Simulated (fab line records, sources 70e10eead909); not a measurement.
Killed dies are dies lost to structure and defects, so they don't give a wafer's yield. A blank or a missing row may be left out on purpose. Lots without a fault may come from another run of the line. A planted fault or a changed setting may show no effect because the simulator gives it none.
A struck lot beside a sound one | flow nand_harc | 17 steps out of a route of 1159
Sound: wafers L666.1, L666.3, L666.5. Struck: wafers L673.4, L673.5, L673.6. The cause comes at the end.
At each step with rows: each side's tool, then ch and its chambers, then its first start. Under that, the readings that differ: sound wafers | struck wafers | difference of the means | sigmas: that difference in standard deviations of wafers without a fault.
alike: readings whose means differ by less than 2 such deviations, and words and numbers that are the same on both sides. not compared: withheld readings, readings that some wafer has no value for, bounds like >300 that may hide the same value, and numbers for which the record gives no deviation and whose values overlap.
The two part at a step that has a row with sigmas, a row that says differs or no value, or rows on one side only. Numbers that don't overlap but have no deviation are shown without sigmas and don't part them. A reading that every wafer of one side lacks parts them only if that side has two wafers or more.

NHARC_A_M1_INSPECT_11:
  sound on defect_inspect-01, day 18 06:15; struck on defect_inspect-02, day 20 09:23
  alike: raw_defect_count
NHARC_A_M1_DESCUM_14: chemistry O2, time 3 s.
  sound on rie_diel-10 ch 0,1, day 18 06:19; struck on rie_diel-11 ch 0,1, day 20 09:27
  alike: drypump_motor_current_A, oes_product_au, rf_vpp_V, showerhead_plenum_p_Torr, throttle_valve_pct
  not compared: rf_hours_counter_h
then, 2 steps without rows for these wafers: NHARC_A_M1_ETCH_35 (etches the open film in N2/H2, target depth 40 nm, overetch 12 nm, time 43.94 s); NHARC_A_M1_ETCH_15 (etches the open film in C4F8/Ar, target depth 182.5 nm, time 91.2 s).
NHARC_A_M1_CD_MEAS_16:
  sound on cd_sem-01, day 18 06:37; struck on cd_sem-01, day 20 09:46
  alike: cd_nm
NHARC_A_M1_STRIP_18: strips in N2/H2.
  sound on rie_diel-10 ch 0,2, day 18 06:43; struck on rie_diel-03 ch 0,1, day 20 09:50
  alike: drypump_motor_current_A, oes_product_au, rf_vpp_V, showerhead_plenum_p_Torr, throttle_valve_pct
  not compared: rf_hours_counter_h
NHARC_A_M1_ETCH_28: etches the open film in CF4/N2, target depth 30 nm, time 72.99 s.
  sound on rie_diel-10 ch 0,1; struck on rie_diel-03 ch 0,1,3
  alike: drypump_motor_current_A, oes_product_au, rf_vpp_V, showerhead_plenum_p_Torr, throttle_valve_pct
  not compared: rf_hours_counter_h
then, 1 step without rows for these wafers: NHARC_A_M1_STRIP_19 (strips in post etch residue remover, time 600 s).
NHARC_A_M1_DEGAS_29: time 60 s.
  sound on pvd_sputter-02, day 18 07:20; struck on pvd_sputter-02, day 20 10:30
  alike: heater_power_w
then, 2 steps without rows for these wafers: NHARC_A_M1_PRE_CLEAN_30 (time 30 s); NHARC_A_M1_PVD_20 (deposits TaN, target thk 5 nm, time 8.06 s).
NHARC_A_M1_PVD_21: deposits Cu, target thk 30 nm, time 20.49 s.
  sound on pvd_sputter-02; struck on pvd_sputter-02
  alike: throttle_valve_pct
NHARC_A_M1_ECD_22: material Cu, target thk 400 nm.
  sound on ecd_cu-02 ch 0,1, day 18 07:45; struck on ecd_cu-01 ch 0,1, day 20 10:56
then, 1 step without rows for these wafers: NHARC_A_M1_ANNEAL_31 (time 90 s).
NHARC_A_M1_CMP_23: polishes, t overpolish 20 s, target thk 154.34 nm.
  sound on cmp-03 ch 1,2,3, day 18 08:27; struck on cmp-01 ch 0,1,2, day 20 11:38
  reading                | sound          | struck         | difference | sigmas
  time_to_endpoint_s (s) | 23.8 32.7 29.3 | 49.8 49.7 49.3 | +21.0      | +9
  alike: motor_current_A
NHARC_A_M1_THK_MEAS_24: measures by xrf.
  sound on film_metro-02, day 18 08:44; struck on film_metro-02, day 20 11:53
  alike: thk_nm
then, 1 step without rows for these wafers: NHARC_END_SORT_01.

WHERE THEY PART
Only at NHARC_A_M1_CMP_23, within this record. Later steps at which nothing parts them and some readings are alike: NHARC_A_M1_THK_MEAS_24.

WHY: what the simulator had put in
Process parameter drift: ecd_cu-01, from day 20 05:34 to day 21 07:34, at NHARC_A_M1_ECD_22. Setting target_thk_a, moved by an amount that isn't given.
